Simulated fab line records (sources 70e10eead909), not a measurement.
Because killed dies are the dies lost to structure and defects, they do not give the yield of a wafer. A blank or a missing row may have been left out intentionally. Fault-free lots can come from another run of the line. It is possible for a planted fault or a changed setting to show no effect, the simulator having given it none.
Matching of chambers ; flow nandHarc ; NHARC_P_CONTACT_ETCH_18 on rieDiel-04 has 4 sister chambers
The step etches the open film in C4F8/O2/Ar, target depth 481 nm, time 240.5 s. 16 wafers are shown with their chamber, then 8 later ones without.

## EACH WAFER AND ITS CHAMBER
wafer;chamber;rfVppV (V);oesProductAu (a.u.)
L900.2;1;980;0.957
L900.4;0;988;0.955
L900.6;1;982;0.957
L904.3;0;989;0.966
L904.5;3;982;0.957
L904.6;2;981;0.961
L916.2;0;989;0.926
L916.3;1;983;0.930
L916.6;0;988;0.931
L915.1;0;987;0.971
L915.4;3;980;0.961
L915.5;1;980;0.952
L917.2;3;981;0.953
L917.3;1;980;0.979
L917.5;2;982;0.981
L919.2;0;986;0.966

SIGNATURES (averages over the wafers above)
reading;chamber 0;chamber 1;chamber 2;chamber 3;scatter within a chamber
rfVppV;987.83;981.00;981.50;981.00;1.2
oesProductAu;0.95250;0.95500;0.97100;0.95700;0.0167
Rule: distance of a wafer from a chamber = root of the sum over the readings of ((wafer's reading minus chamber's mean) / reading's scatter) squared. The wafer belongs to the nearest chamber; if the next one is less than 2 further off, it can't be placed. The scatter: take each reading less its chamber's mean, square it, sum over the shown wafers, divide by the number of wafers less the number of chambers, and take the root.

## WAFERS MISSING THEIR CHAMBER
wafer;rfVppV (V);oesProductAu (a.u.)
L919.4;979;0.938
L919.5;982;0.948
L920.2;979;0.961
L920.3;986;0.981
L920.5;980;0.974
L922.3;980;0.930
L922.5;988;0.925
L922.6;980;0.903

## EACH ONE'S CHAMBER
wafer;from the rows above;in truth
L919.4;can't be placed: 1 or 3 or 2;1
L919.5;can't be placed: 1 or 3 or 2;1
L920.2;can't be placed: 3 or 1 or 2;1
L920.3;can't be placed: 0 or 2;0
L920.5;can't be placed: 2 or 3 or 1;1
L922.3;can't be placed: 1 or 3 or 2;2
L922.5;0;0
L922.6;can't be placed: 1 or 3 or 2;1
Placed correctly: 1 of 8. From these rows, 7 cannot be placed; in 7 the true chamber is one of the candidates. Wrongly placed: 0.
